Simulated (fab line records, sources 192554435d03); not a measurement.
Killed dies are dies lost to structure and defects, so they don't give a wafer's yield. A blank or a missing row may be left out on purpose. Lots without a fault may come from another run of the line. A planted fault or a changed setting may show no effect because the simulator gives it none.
Split-lot experiment | flow n5_finfet | 7 lots, 21 wafers read, on a route of 1938 steps

THE SPLIT
At N5_BEOL_M0_SAQP_SPACER1_ALD_98 (deposits SiO2, target thk 12.8 nm, pulse time 1 s, purge time 2 s), the setting ald_cycles was moved away from the recipe's 138 on 8 of the 21 wafers read, by -15.9% to +14.5%. The other wafers ran this setting at the recipe's value.

FROM THE SPLIT TO THE READING: what the file shows between them, 2 steps
- N5_BEOL_M0_SAQP_SPACER1_ETCHBACK_99: etches SiO2 in CHF3/O2, target depth 15.4 nm, time 7.7 s
- N5_BEOL_M0_SAQP_MANDREL1_REMOVE_100: chemistry HBr/Cl2/O2, target a-Si, stops on SiNx, bt time 10 s

THE READING
cd_nm, in nm, at N5_BEOL_M0_SAQP_CD_MEAS_25 (target cd 13.1 nm). Fault-free wafers of this fab line usually give 12.79 nm, standard deviation 0.21 nm.

wafer  | tool, chamber at the split | ald_cycles as run | against the recipe | cd_nm, nm | against lot-mates on the recipe
L074.1 | ald_sin-04, 2,0            | 144               | +4.3%              | 13.42     | +0.66
L074.3 | ald_sin-04, 2,0            | 144               | +4.3%              | 13.45     | +0.69
L074.5 | ald_sin-04, 1              | 138               | recipe             | 12.76     | -
L075.3 | ald_sin-02, 3,2,0          | 138               | recipe             | 12.69     | -
L075.4 | ald_sin-02, 3,2,0          | 138               | recipe             | 12.76     | -
L075.5 | ald_sin-02, 3,2,0          | 138               | recipe             | 12.90     | -
L082.2 | ald_sin-01, 0,2            | 138               | recipe             | 13.07     | -
L082.3 | ald_sin-01, 1              | 154               | +11.6%             | 14.33     | +1.31
L082.4 | ald_sin-01, 0,2            | 138               | recipe             | 12.97     | -
L087.1 | ald_sin-02, 1,3,2          | 138               | recipe             | 12.69     | -
L087.4 | ald_sin-02, 1,3,2          | 138               | recipe             | 12.95     | -
L087.5 | ald_sin-02, 1,3,2          | 138               | recipe             | 12.93     | -
L090.2 | ald_sin-01, 2              | 138               | recipe             | 13.06     | -
L090.3 | ald_sin-01, 0,3            | 116               | -15.9%             | 10.75     | -2.31
L090.4 | ald_sin-01, 0,3            | 116               | -15.9%             | 10.64     | -2.42
L094.3 | ald_sin-01, 2,3,1          | 138               | recipe             | 12.63     | -
L094.4 | ald_sin-01, 2,3,1          | 138               | recipe             | 12.99     | -
L094.5 | ald_sin-01, 2,3,1          | 138               | recipe             | 12.51     | -
L097.1 | ald_sin-01, 0,3,2          | 158               | +14.5%             | 14.47     | no lot-mate on the recipe
L097.2 | ald_sin-01, 0,3,2          | 158               | +14.5%             | 14.71     | no lot-mate on the recipe
L097.4 | ald_sin-01, 0,3,2          | 158               | +14.5%             | 14.71     | no lot-mate on the recipe
Where a row lists several chambers, the file gives one row for several wafers and doesn't say which wafer went through which chamber.

THE FIT
A straight line over all 21 wafers: cd_nm changes by +0.129 nm for each +1% of ald_cycles; r = +0.99; the points scatter about the line by 0.15 nm.
The same after taking each lot's own level away (the mean of its wafers on the recipe; 18 wafers): +0.141 nm for each +1%; r = +0.99; scatter 0.14 nm.
On that fit, the largest move of ald_cycles shifts the reading by 2.3 nm.
The lots' own levels span 12.710 to 13.060 nm, that is 1.7 times the standard deviation above.
So the lot-to-lot level changes the slope little: the two slopes agree.
Check: with one of the wafers moved furthest among these (-15.9%) left out of the fit, the line predicts -2.26 nm for it against its lot-mates. It came out at -2.31 nm against them.

OTHER SPLITS ON THESE WAFERS
These wafers also went through other splits before the reading. Each is held against what the fit with the lots' levels taken away leaves over:
other split on the same wafers          | wafers away from the commonest value | r with cd_nm (lot level and that fit taken away)
N5_MOL_CONTACT_COAG_VIA_ETCH_117 bias_w | 7                                    | +0.10

THE WHOLE CHAIN: every reading that the file lists as answering this split, in the file's order
step                                | what it does                                                      | reading                                                                                     | change (the file's fit)               | r (the file's)
N5_BEOL_M0_SAQP_SPACER1_ALD_98      | deposits SiO2, target thk 12.8 nm, pulse time 1 s, purge time 2 s | SiO2_of_BEOL_M0_SAQP_SPACER1_ALD_98.thk_nm (the simulator's own value, which no gauge read) | +0.124 nm for each +1% of the setting | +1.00
N5_BEOL_M0_SAQP_MANDREL1_REMOVE_100 | chemistry HBr/Cl2/O2, target a-Si, stops on SiNx, bt time 10 s    | BEOL_M0_SAQP.cd_nm (the simulator's own value, which no gauge read)                         | +0.141 nm for each +1% of the setting | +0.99
N5_BEOL_M0_SAQP_CD_MEAS_25          | target cd 13.1 nm                                                 | cd_nm                                                                                       | +0.137 nm for each +1% of the setting | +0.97

THE FILE'S OWN FIT
cd_nm changes by +0.137 nm for each +1% of ald_cycles, r = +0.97.
